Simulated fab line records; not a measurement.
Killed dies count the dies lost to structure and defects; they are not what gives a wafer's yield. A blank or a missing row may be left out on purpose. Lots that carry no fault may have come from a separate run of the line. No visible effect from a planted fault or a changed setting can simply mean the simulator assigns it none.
Which tool did it? | flow n5 finfet | 28 wafers from 10 lots sampled at 5 of the route's 1938 steps

## WHAT THE GAUGES SHOWED, per wafer
N5_BEOL_M4_RC_MEAS_101.
lot  | measured     | on        | DIBL_N (mV/V)  | DIBL_P (mV/V)  | IOFF_N (nA/um)    | IOFF_P (nA/um)    | ION_N (uA/um) | ION_P (uA/um) | SS_N (mV/dec)  | SS_P (mV/dec)  | VT_N (mV)   | VT_P (mV)
L866 | day 11 02:30 | prober-01 | 37.5 38.0 35.9 | 35.6 37.8 35.0 | 0.165 0.195 0.141 | 0.191 0.236 0.187 | 659 665 644   | 444 447 442   | 72.8 72.9 72.0 | 73.9 74.3 72.9 | 253 246 253 | -255 -248 -253
L868 | day 10 23:08 | prober-02 | 36.3 35.5 35.1 | 39.2 38.0 37.0 | 0.181 0.148 0.158 | 0.208 0.189 0.186 | 679 659 675   | 459 453 458   | 71.7 72.0 71.8 | 73.6 73.9 72.7 | 248 249 252 | -252 -253 -253
L867 | day 10 07:59 | prober-02 | 36.1 36.0 37.7 | 36.4 36.0 37.8 | 0.148 0.150 0.173 | 0.197 0.196 0.228 | 663 671 666   | 452 462 457   | 71.0 71.1 72.4 | 73.3 73.4 74.0 | 252 253 247 | -252 -255 -250
L871 | day 11 20:26 | prober-02 | 34.8 35.6 34.6 | 34.4 35.2 33.4 | 0.118 0.126 0.110 | 0.165 0.167 0.152 | 659 649 638   | 450 448 445   | 70.4 71.1 70.9 | 72.9 72.2 72.4 | 254 254 257 | -255 -256 -259
L875 | day 12 12:49 | prober-02 | 33.9 35.7 36.5 | 32.9 34.6 34.1 | 0.124 0.149 0.156 | 0.169 0.199 0.182 | 660 673 665   | 451 465 450   | 71.0 70.5 70.8 | 72.6 72.7 72.6 | 254 252 251 | -252 -251 -254
L876 | day 12 22:53 | prober-02 | 32.9 36.3      | 32.1 35.2      | 0.104 0.139       | 0.162 0.201       | 668 664       | 461 467       | 70.4 70.6      | 72.0 72.2      | 254 253     | -252 -251
L878 | day 12 23:25 | prober-01 | 33.9 36.5      | 32.7 34.9      | 0.123 0.155       | 0.162 0.184       | 656 661       | 453 453       | 71.0 71.7      | 72.5 73.5      | 252 251     | -254 -252
L884 | day 14 23:49 | prober-01 | 36.1 38.2 34.3 | 35.1 36.6 31.9 | 0.165 0.209 0.121 | 0.231 0.262 0.186 | 666 691 652   | 467 470 458   | 71.9 71.8 70.9 | 72.7 73.3 72.6 | 245 243 251 | -246 -244 -251
L885 | day 15 02:43 | prober-01 | 33.6 33.7 33.3 | 33.6 32.3 32.0 | 0.139 0.123 0.122 | 0.173 0.147 0.149 | 664 652 652   | 454 452 445   | 70.7 70.9 70.9 | 72.6 71.9 72.5 | 250 254 251 | -253 -257 -256
L886 | day 15 08:19 | prober-01 | 34.3 36.6 34.5 | 34.8 37.6 35.9 | 0.117 0.153 0.129 | 0.170 0.217 0.184 | 668 666 674   | 463 458 463   | 70.9 71.9 71.3 | 73.4 73.2 73.1 | 255 253 252 | -253 -251 -253

## TOOL THAT RAN EACH LOT (tool first, then ch and the chambers of the sampled wafers, then the start)
lot  | N5_BEOL_M1_SPUTTER_90        | N5_BEOL_M1_SPUTTER_92        | N5_BEOL_M1_CO_CAP_55             | N5_BEOL_M2_ETCH_63
L866 | pvd sputter-02, day 6 23:53  | pvd sputter-02, day 7 00:07  | cvd co-02 ch 0,1, day 7 01:34    | rie diel-04 ch 0,1,3, day 7 03:52
L868 | pvd sputter-01, day 7 02:11  | pvd sputter-01, day 7 02:24  | cvd co-01 ch 0,2, day 7 04:02    | rie diel-03 ch 0,2, day 7 05:22
L867 | pvd sputter-02, day 7 06:25  | pvd sputter-02, day 7 06:38  | cvd co-01 ch 0,1,2, day 7 10:51  | rie diel-03 ch 0,1, day 7 14:37
L871 | pvd sputter-02, day 8 12:51  | pvd sputter-02, day 8 13:04  | cvd co-01 ch 0,1,2, day 8 16:20  | rie diel-04 ch 0,2, day 8 18:05
L875 | pvd sputter-02, day 9 08:34  | pvd sputter-02, day 9 08:47  | cvd co-02 ch 0,2, day 9 10:17    | rie diel-04 ch 2,3, day 9 13:09
L876 | pvd sputter-02, day 9 15:31  | pvd sputter-02, day 9 15:44  | cvd co-02 ch 0, day 9 17:02      | rie diel-04 ch 0,1, day 9 19:19
L878 | pvd sputter-03, day 9 22:46  | pvd sputter-03, day 9 22:59  | cvd co-02 ch 0,1, day 10 00:20   | rie diel-04 ch 1,2, day 10 02:03
L884 | pvd sputter-02, day 11 06:34 | pvd sputter-02, day 11 06:47 | cvd co-02 ch 0,1,2, day 11 08:08 | rie diel-01 ch 2,3, day 11 10:37
L885 | pvd sputter-03, day 11 16:05 | pvd sputter-03, day 11 16:18 | cvd co-02 ch 0,1,2, day 11 17:36 | rie diel-03 ch 2,3, day 11 20:49
L886 | pvd sputter-02, day 11 18:44 | pvd sputter-02, day 11 18:58 | cvd co-02 ch 1,2, day 11 20:16   | rie diel-03 ch 0,3, day 11 21:41
- N5_BEOL_M1_SPUTTER_90: material Cu, target thk 4.5 nm, time 8.29 s.
- N5_BEOL_M1_SPUTTER_92: material Cu, target thk 4.5 nm, time 8.29 s.
- N5_BEOL_M1_CO_CAP_55: material Co, precursor CCTBA/H2, target thk 2 nm, time 102.1 s.
- N5_BEOL_M2_ETCH_63: etches SiARC in CF4, target depth 15.6 nm, time 26 s.

## AS READ BY THE TOOLS THEMSELVES (means over the sampled wafers that have a number; for cases with no such wafer, the mark the record gives instead)
N5_BEOL_M1_SPUTTER_90.
lot  | tool           | chamber pressure pa (Pa) | throttle valve pct (%)
L866 | pvd sputter-02 | 0.06998                  | 30.7
L868 | pvd sputter-01 | 0.07002                  | 30.3
L867 | pvd sputter-02 | 0.06995                  | 30.5
L871 | pvd sputter-02 | 0.07007                  | 29.9
L875 | pvd sputter-02 | 0.06999                  | 30.5
L876 | pvd sputter-02 | 0.06979                  | 29.8
L878 | pvd sputter-03 | 0.06984                  | 28.8
L884 | pvd sputter-02 | 0.07006                  | 30.5
L885 | pvd sputter-03 | 0.07009                  | 29.4
L886 | pvd sputter-02 | 0.07006                  | 30.4

N5_BEOL_M1_SPUTTER_92.
lot  | tool           | chamber pressure pa (Pa) | throttle valve pct (%)
L866 | pvd sputter-02 | 0.07                     | 30.7
L868 | pvd sputter-01 | 0.07                     | 30.2
L867 | pvd sputter-02 | 0.07                     | 30.7
L871 | pvd sputter-02 | 0.07                     | 30.1
L875 | pvd sputter-02 | 0.07                     | 30.5
L876 | pvd sputter-02 | 0.07                     | 29.9
L878 | pvd sputter-03 | 0.07                     | 28.9
L884 | pvd sputter-02 | 0.07                     | 30.4
L885 | pvd sputter-03 | 0.07                     | 29.5
L886 | pvd sputter-02 | 0.07                     | 30.5

N5_BEOL_M1_CO_CAP_55.
lot  | tool      | heater power outer w (W) | heater power w (W)
L866 | cvd co-02 | 116                      | 222
L868 | cvd co-01 | 111                      | 206
L867 | cvd co-01 | 110                      | 213
L871 | cvd co-01 | 111                      | 211
L875 | cvd co-02 | 124                      | 226
L876 | cvd co-02 | 108                      | 210
L878 | cvd co-02 | 122                      | 226
L884 | cvd co-02 | 125                      | 231
L885 | cvd co-02 | 125                      | 230
L886 | cvd co-02 | 136                      | 241

N5_BEOL_M2_ETCH_63.
lot  | tool        | drypump motor current A (A) | etch rf on time s (s) | oes product au (a.u.) | rf vpp V (V) | showerhead plenum p Torr (Torr) | throttle valve pct (%)
L866 | rie diel-04 | 5.9                         | 27.2                  | 0.60                  | 183.7        | 2.12                            | 15.7
L868 | rie diel-03 | 5.4                         | 26.4                  | 0.64                  | 183.6        | 2.06                            | 15.4
L867 | rie diel-03 | 5.3                         | 26.9                  | 0.58                  | 184.1        | 2.14                            | 15.6
L871 | rie diel-04 | 5.7                         | 26.6                  | 0.62                  | 183.4        | 2.08                            | 15.9
L875 | rie diel-04 | 5.5                         | 30.1                  | 0.56                  | 182.8        | 2.04                            | 15.8
L876 | rie diel-04 | 6.2                         | 29.4                  | 0.68                  | 183.6        | 2.17                            | 15.6
L878 | rie diel-04 | 6.0                         | 29.3                  | 0.66                  | 184.7        | 2.12                            | 15.6
L884 | rie diel-01 | 6.2                         | 25.7                  | 0.71                  | 182.4        | 2.08                            | 15.5
L885 | rie diel-03 | 6.1                         | 26.7                  | 0.60                  | 184.0        | 2.14                            | 15.6
L886 | rie diel-03 | 5.9                         | 26.4                  | 0.76                  | 184.7        | 2.25                            | 15.4

## THE ANSWER, worked out from the rows above alone
Rule: the usual values come from the lots themselves. Put in order of their means at a reading, lots are off if they are a third of the lots or fewer, leave a main group of 4 or more, and stand apart from it by a gap of 3 or more times the standard deviation of the main group's means; of several such gaps the widest counts. Not used: any main group whose means are identical at the precision the tables above print for the reading. A lot without any number at a reading at which 4 lots or more have one is off too. Where the step has rows for the other lots, those lots are counted as sound. First the gauges in route order, then the tools' own readings, where a lot's mean is used as printed above. At the first step where some lot is off, the reading lying furthest off is the one used; lots without a number count as furthest.
Off: L875, L876, L878 (N5_BEOL_M2_ETCH_63, etch rf on time s). For the main group the mean is 26.6 s and the standard deviation 0.44.
A tool fits if, at that step or a process step before it, it ran every lot that is off, and no sound lot after the first of them. One fits: rie diel-04 at N5_BEOL_M2_ETCH_63. Its last sound lot is L871 (day 8 18:05), its first lot that is off L875 (day 9 13:09): a fault that began between those two fits.
The tool's own readings at N5_BEOL_M2_ETCH_63 bear it out: on the lots that are off they differ by more than 5 times the standard deviation of the sound lots' means. etch rf on time s reads 29.6 s there against 26.6 s on the sound lots.

## WHAT THE SIMULATOR PUT IN
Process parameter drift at N5_BEOL_M2_ETCH_63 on rie diel-04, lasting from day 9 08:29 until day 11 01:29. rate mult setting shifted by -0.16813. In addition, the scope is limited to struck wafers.
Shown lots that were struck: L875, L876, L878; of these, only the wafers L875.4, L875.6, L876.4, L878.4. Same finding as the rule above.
